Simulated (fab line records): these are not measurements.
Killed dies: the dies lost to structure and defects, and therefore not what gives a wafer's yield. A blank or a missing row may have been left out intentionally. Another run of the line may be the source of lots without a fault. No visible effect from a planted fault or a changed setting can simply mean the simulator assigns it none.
Which tool did it? ; flow n5Finfet ; 10 lots, 30 wafers sampled, at 5 steps of a route of 1938

WHAT THE GAUGES READ, wafer by wafer
N5_BEOL_M4_RC_MEAS_101. Usual: DIBL_N 36.0 mV/V, standard deviation 1.9; DIBL_P 36.0 mV/V, standard deviation 2.1; IOFF_N 0.155 nA/um, standard deviation 0.029; IOFF_P 0.20 nA/um, standard deviation 0.032; IOFF_P_LIN 0.097 nA/um, standard deviation 0.011; IOFF_P_LONG 0.000104 nA/um, standard deviation 8.9e-06; ION_N 672 uA/um, standard deviation 11; ION_P 461 uA/um, standard deviation 6.9; SS_N 71.5 mV/dec, standard deviation 0.58; SS_P 73.2 mV/dec, standard deviation 0.64; VT_N 250.4 mV, standard deviation 2.9; VT_N_LVT 98 mV, standard deviation 3.1; VT_P -251.0 mV, standard deviation 2.8; VT_P_LONG -276 mV, standard deviation 3.2.
lot;measured;on;DIBL_N (mV/V);DIBL_P (mV/V);IOFF_N (nA/um);IOFF_P (nA/um);IOFF_P_LIN (nA/um);IOFF_P_LONG (nA/um);ION_N (uA/um);ION_P (uA/um);SS_N (mV/dec);SS_P (mV/dec);VT_N (mV);VT_N_LVT (mV);VT_P (mV);VT_P_LONG (mV);flag
L958;day 8 12:22;prober-02;34.5 35.0 35.1;33.8 35.0 34.7;0.124 0.131 0.136;0.16 0.17 0.16;0.079 0.081 0.080;9.4e-05 9.4e-05 9.4e-05;676 659 661;455 446 451;70.4 71.1 70.7;72.2 72.5 72.9;254.2 253.3 251.9;101 101 100;-256.0 -252.8 -257.8;-279 -278 -278;
L959;day 8 17:25;prober-02;36.5 34.5 34.4;35.3 33.6 33.3;0.129 0.114 0.112;0.19 0.18 0.17;0.094 0.091 0.086;0.000108 0.000108 0.00011;654 672 666;452 470 462;71.4 71.0 70.8;73.9 72.9 72.3;254.5 254.6 254.9;103 104 105;-251.4 -251.4 -253.8;-275 -273 -272;
L960;day 8 19:13;prober-01;34.9 35.2 36.4;34.6 35.3 35.9;0.145 0.160 0.168;0.22 0.22 0.22;0.106 0.106 0.106;0.000124 0.000122 0.000122;661 670 669;457 462 460;71.4 71.6 72.3;72.4 73.1 72.6;249.4 245.6 247.4;99 96 97;-248.6 -248.3 -250.0;-271 -272 -272;
L961;day 8 19:07;prober-02;38.1 39.6 39.5;39.4 40.4 39.7;0.192 0.218 0.213;0.26 0.27 0.27;0.114 0.118 0.117;0.000109 0.000102 0.000108;696 682 705;475 466 478;71.6 72.0 71.0;74.1 73.4 73.7;247.3 244.8 247.4;95 94 94;-244.9 -248.1 -247.3;-274 -275 -275;
L963;day 9 22:37;prober-02;40.6 39.2 41.7;39.6 39.2 41.4;0.218 0.194 0.236;0.27 0.25 0.30;0.115 0.111 0.126;0.000103 0.000106 0.000104;676 686 678;465 466 467;72.8 72.2 72.6;74.5 74.2 74.4;248.8 246.9 246.5;94 95 94;-248.0 -246.9 -246.9;-281 -274 -276;
L966;day 10 11:44;prober-01;39.3 36.6 39.0;38.7 34.9 38.3;0.201 0.142 0.200;0.15 0.11 0.14;0.071 0.058 0.070;8e-05 7.9e-05 7.9e-05;694 676 696;451 442 447;72.0 71.3 71.4;73.3 72.6 73.1;245.6 252.0 245.7;81 88 82;-261.3 -265.4 -261.7;-283 -290 -287;OFF
L972;day 11 16:44;prober-01;37.0 34.6 34.3;36.1 33.0 32.9;0.185 0.134 0.132;0.16 0.12 0.12;0.073 0.061 0.061;8.3e-05 8e-05 8.1e-05;675 673 668;452 448 450;70.9 70.4 71.1;73.5 73.1 72.9;245.4 250.7 247.8;82 86 86;-260.3 -262.3 -260.9;-282 -284 -285;OFF
L974;day 12 15:49;prober-02;36.1 38.4 40.0;36.5 39.7 41.4;0.134 0.181 0.216;0.18 0.22 0.26;0.083 0.100 0.110;9.6e-05 9e-05 9.6e-05;661 688 681;454 462 465;71.1 71.6 72.0;72.7 74.1 75.0;256.5 251.6 251.1;106 101 99;-253.1 -251.1 -249.7;-280 -281 -279;
L981;day 13 23:31;prober-01;37.5 35.8 38.0;36.0 34.7 36.4;0.179 0.147 0.173;0.23 0.20 0.24;0.105 0.097 0.105;9.9e-05 9.7e-05 9.9e-05;672 678 657;465 460 450;71.6 71.1 71.5;73.9 72.9 73.8;248.6 251.6 248.6;93 96 97;-246.8 -250.3 -252.1;-280 -281 -280;
L980;day 14 01:47;prober-01;34.4 33.3 32.8;35.1 33.1 33.0;0.149 0.118 0.119;0.19 0.15 0.16;0.093 0.079 0.085;9.7e-05 9.8e-05 0.000102;682 661 674;466 450 462;71.6 71.0 70.4;73.0 72.6 72.9;252.9 255.5 251.2;95 100 98;-249.1 -255.7 -253.9;-278 -279 -279;

WHICH TOOL RAN EACH LOT (tool, then ch and the chambers of the sampled wafers, then the start)
lot;N5_HKMG_FIN_RTA_80;N5_BEOL_M4_ANNEAL_91;N5_BEOL_M4_SPUTTER_96;N5_BEOL_M4_DEP_57
L958;rtpAnneal-01 ch 0, day 4 04:05;pvdSputter-01, day 8 10:13;pvdSputter-01, day 8 10:47;pecvd-04 ch 0,1,2, day 8 11:47
L959;rtpAnneal-01 ch 0, day 4 10:33;pvdSputter-02, day 8 15:05;pvdSputter-02, day 8 15:40;pecvd-03 ch 0,1, day 8 17:08
L960;rtpAnneal-02 ch 0, day 4 14:49;pvdSputter-02, day 8 17:17;pvdSputter-02, day 8 17:52;pecvd-02 ch 1,2, day 8 18:56
L961;rtpAnneal-01 ch 0, day 4 21:38;pvdSputter-01, day 8 17:10;pvdSputter-01, day 8 17:44;pecvd-03 ch 0,2, day 8 18:59
L963;rtpAnneal-01 ch 0, day 5 19:21;pvdSputter-02, day 9 20:38;pvdSputter-02, day 9 21:13;pecvd-02 ch 1,2, day 9 22:11
L966;rtpAnneal-01 ch 0, day 6 03:29;pvdSputter-02, day 10 10:03;pvdSputter-02, day 10 10:38;pecvd-03 ch 0,1,2, day 10 11:37
L972;rtpAnneal-01 ch 0, day 7 16:32;pvdSputter-02, day 11 14:53;pvdSputter-02, day 11 15:28;pecvd-02 ch 0,1,2, day 11 16:27
L974;rtpAnneal-02 ch 0, day 8 10:17;pvdSputter-03, day 12 13:49;pvdSputter-03, day 12 14:24;pecvd-02 ch 0,1,2, day 12 15:24
L981;rtpAnneal-02 ch 0, day 10 04:01;pvdSputter-02, day 13 21:40;pvdSputter-02, day 13 22:15;pecvd-04 ch 0,2, day 13 23:14
L980;rtpAnneal-01 ch 0, day 10 07:12;pvdSputter-01, day 14 00:06;pvdSputter-01, day 14 00:41;pecvd-04 ch 0,1,2, day 14 01:40
- N5_HKMG_FIN_RTA_80: time 2 s.
- N5_BEOL_M4_ANNEAL_91: time 240 s.
- N5_BEOL_M4_SPUTTER_96: material Cu, target thk 4.5 nm, time 8.29 s.
- N5_BEOL_M4_DEP_57: deposits SiCN from 3MS/NH3, target thk 8 nm, time 14 s.

AS READ BY THE TOOLS THEMSELVES (means over the sampled wafers that have a number; for cases with no such wafer, the mark the record gives instead)
N5_BEOL_M4_ANNEAL_91. Usual: heaterPowerW 850 W, standard deviation 100; susceptorTempC 400.01 C, standard deviation 0.22.
lot;tool;heaterPowerW (W);susceptorTempC (C);flag
L958;pvdSputter-01;833;399.98;
L959;pvdSputter-02;801;399.98;
L960;pvdSputter-02;851;399.97;
L961;pvdSputter-01;866;400.18;
L963;pvdSputter-02;781;399.97;
L966;pvdSputter-02;726;400.00;
L972;pvdSputter-02;827;400.01;
L974;pvdSputter-03;805;399.99;
L981;pvdSputter-02;756;400.02;
L980;pvdSputter-01;864;400.33;

N5_BEOL_M4_SPUTTER_96. Usual: susceptorTempC -20.00 C, standard deviation 0.11; throttleValvePct 29.6 %, standard deviation 1.2.
lot;tool;susceptorTempC (C);throttleValvePct (%);flag
L958;pvdSputter-01;-19.97;28.8;
L959;pvdSputter-02;-19.98;30.4;
L960;pvdSputter-02;-19.97;29.2;
L961;pvdSputter-01;-20.00;29.7;
L963;pvdSputter-02;-19.90;29.8;
L966;pvdSputter-02;-19.99;29.6;
L972;pvdSputter-02;-19.94;31.0;
L974;pvdSputter-03;-20.05;29.8;
L981;pvdSputter-02;-20.12;30.3;
L980;pvdSputter-01;-20.09;29.6;

N5_BEOL_M4_DEP_57. Usual: showerheadPlenumPTorr 3.668 Torr, standard deviation 0.0091; throttleValvePct 8.8 %, standard deviation 0.41.
lot;tool;showerheadPlenumPTorr (Torr);throttleValvePct (%);flag
L958;pecvd-04;3.657;8.9;
L959;pecvd-03;3.671;9.1;
L960;pecvd-02;3.670;9.1;
L961;pecvd-03;3.676;8.4;
L963;pecvd-02;3.671;8.9;
L966;pecvd-03;3.673;8.8;
L972;pecvd-02;3.670;8.7;
L974;pecvd-02;3.667;8.9;
L981;pecvd-04;3.657;9.1;
L980;pecvd-04;3.660;9.0;

THE ANSWER, worked out from the rows above alone
Rule: a lot is off if the mean of its wafers that have a number lies more than 3 standard deviations from the usual mean. A lot without any number at a reading at which 4 lots or more have one is off too. The other lots that the step has rows for count as sound. First the gauges in route order, then the tools' own readings, where a lot's mean is used as printed above. The first step at which some lot is off is used, and at that step the reading that is off furthest; a lot without a number counts as furthest.
Off: at N5_BEOL_M4_RC_MEAS_101 (VT_N_LVT), L966, L972.
A tool fits if, at a process step before that reading, it ran every lot that is off, and no sound lot after the first of them. Those tools and the gauges at N5_BEOL_M4_RC_MEAS_101 are tried in the same way. Of those tried, none fits.

WHAT THE SIMULATOR PUT IN
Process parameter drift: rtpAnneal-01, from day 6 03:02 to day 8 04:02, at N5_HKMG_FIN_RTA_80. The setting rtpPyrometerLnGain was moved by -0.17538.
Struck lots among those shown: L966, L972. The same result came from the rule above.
